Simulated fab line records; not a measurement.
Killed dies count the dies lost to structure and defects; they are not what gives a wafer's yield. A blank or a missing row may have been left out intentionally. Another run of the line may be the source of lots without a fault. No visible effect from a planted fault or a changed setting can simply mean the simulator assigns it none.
Matching of chambers	flow n5-finfet	N5_SDB_STRIP_21 on rie-diel-02: 4 sister chambers
The step strips in CF4. 20 wafers are shown with their chamber, then 10 later ones without.

== WAFERS, EACH WITH ITS CHAMBER ==
wafer	chamber	drypump-motor-current-A (A)	showerhead-plenum-p-Torr (Torr)	throttle-valve-pct (%)
L075.1	1	5.0	1.89	13.41
L075.4	3	5.2	1.81	13.63
L075.6	2	6.3	1.88	13.30
L078.2	2	6.3	1.88	13.32
L078.4	3	5.2	1.81	13.64
L078.5	2	6.3	1.88	13.32
L079.1	3	5.2	1.81	13.65
L079.2	2	6.3	1.88	13.33
L079.3	0	4.8	1.81	13.49
L081.2	2	6.4	1.88	13.33
L081.3	0	4.8	1.81	13.51
L081.5	2	6.4	1.88	13.34
L084.1	2	6.4	1.88	13.34
L084.4	1	5.0	1.88	13.45
L084.6	1	5.0	1.88	13.44
L085.1	3	5.2	1.81	13.68
L085.2	2	6.4	1.88	13.35
L085.3	0	4.8	1.80	13.52
L087.2	3	5.2	1.81	13.67
L087.3	1	5.0	1.88	13.47

SIGNATURES (means of the wafers above)
reading	chamber 0	chamber 1	chamber 2	chamber 3	scatter within a chamber
drypump-motor-current-A	4.800	5.000	6.350	5.200	0.0354
showerhead-plenum-p-Torr	1.8067	1.8825	1.8800	1.8100	0.00298
throttle-valve-pct	13.5067	13.4425	13.3287	13.6540	0.019
Rule: for a wafer and a chamber, the distance is found by dividing, reading by reading, the gap between the wafer's reading and the chamber's mean by the reading's scatter, squaring, summing and taking the root. If the next closest chamber is less than 2 further off than the closest, the wafer can't be placed; otherwise it belongs to the closest. How the scatter is found: for the shown wafers, subtract from each reading the mean of its chamber, square and add these, divide the total by (wafers less chambers), then take the root.

== WAFERS MISSING THEIR CHAMBER ==
wafer	drypump-motor-current-A (A)	showerhead-plenum-p-Torr (Torr)	throttle-valve-pct (%)
L087.4	6.3	1.88	13.36
L091.1	5.2	1.81	13.71
L091.5	5.2	1.81	13.70
L091.6	6.4	1.87	13.38
L093.2	6.4	1.87	13.39
L093.4	6.4	1.87	13.39
L093.6	4.9	1.80	13.54
L094.2	5.0	1.88	13.48
L094.3	6.4	1.87	13.38
L094.5	6.3	1.87	13.41

== EACH ONE'S CHAMBER ==
wafer	from the rows above	in truth
L087.4	2	2
L091.1	3	3
L091.5	3	3
L091.6	2	2
L093.2	2	2
L093.4	2	2
L093.6	0	0
L094.2	1	1
L094.3	2	2
L094.5	2	2
Correctly placed: 10 of 10. Number that these rows cannot place: 0. Wrongly placed: 0.
